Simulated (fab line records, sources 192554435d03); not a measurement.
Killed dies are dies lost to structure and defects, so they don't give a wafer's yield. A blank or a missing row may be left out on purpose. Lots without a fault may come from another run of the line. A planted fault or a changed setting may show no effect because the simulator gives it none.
Chamber matching | flow n5_finfet | N5_BEOL_M2_DEP_57 on pecvd-04: 3 sister chambers
The step deposits SiCN from 3MS/NH3, target thk 8 nm, time 14 s. 20 wafers are shown with their chamber, then 10 later ones without.

WAFERS WITH THEIR CHAMBER
wafer  | chamber | throttle_valve_pct (%) | showerhead_plenum_p_Torr (Torr)
L074.1 | 1       | 10.1                   | 3.658
L074.2 | 0       | 9.3                    | 3.657
L074.3 | 2       | 8.9                    | 3.648
L074.4 | 1       | 10.2                   | 3.666
L074.5 | 2       | 8.7                    | 3.652
L074.6 | 0       | 9.0                    | 3.655
L077.1 | 0       | 9.5                    | 3.672
L077.5 | 2       | 8.6                    | 3.656
L077.6 | 1       | 10.2                   | 3.660
L079.1 | 0       | 9.5                    | 3.664
L079.2 | 2       | 9.0                    | 3.647
L079.3 | 1       | 10.2                   | 3.655
L080.1 | 0       | 9.2                    | 3.664
L080.2 | 1       | 9.9                    | 3.658
L080.4 | 1       | 10.2                   | 3.659
L082.3 | 0       | 9.0                    | 3.657
L082.5 | 2       | 9.1                    | 3.651
L082.6 | 1       | 10.0                   | 3.659
L084.1 | 0       | 9.2                    | 3.653
L084.2 | 1       | 10.1                   | 3.658

SIGNATURES (means of the wafers above)
reading                  | chamber 0 | chamber 1 | chamber 2 | scatter within a chamber
throttle_valve_pct       | 9.243     | 10.112    | 8.860     | 0.175
showerhead_plenum_p_Torr | 3.66029   | 3.65912   | 3.65080   | 0.00477
Rule: a wafer's distance from a chamber is the root of the sum, over the readings, of the square of ((its reading less the chamber's mean) divided by the reading's scatter). The wafer belongs to the nearest chamber; if the next one is less than 2 further off, it can't be placed. The scatter: the root of (the sum of the squares of (reading less its chamber's mean) over the shown wafers, divided by (wafers less chambers)).

WAFERS WITHOUT THEIR CHAMBER
wafer  | throttle_valve_pct (%) | showerhead_plenum_p_Torr (Torr)
L084.3 | 8.5                    | 3.645
L084.4 | 10.1                   | 3.662
L084.5 | 8.5                    | 3.640
L084.6 | 9.3                    | 3.654
L085.3 | 9.4                    | 3.661
L085.4 | 8.7                    | 3.642
L085.6 | 9.8                    | 3.656
L094.1 | 8.8                    | 3.657
L094.2 | 10.1                   | 3.657
L094.6 | 9.5                    | 3.658

WHICH CHAMBER EACH WENT THROUGH
wafer  | from the rows above     | in truth
L084.3 | 2                       | 2
L084.4 | 1                       | 1
L084.5 | 2                       | 2
L084.6 | can't be placed: 0 or 2 | 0
L085.3 | 0                       | 0
L085.4 | 2                       | 2
L085.6 | can't be placed: 1 or 0 | 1
L094.1 | can't be placed: 2 or 0 | 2
L094.2 | 1                       | 1
L094.6 | can't be placed: 0 or 1 | 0
Placed correctly: 6 of 10. Can't be placed from these rows: 4 (the true chamber is among the candidates in 4). Placed wrongly: 0.
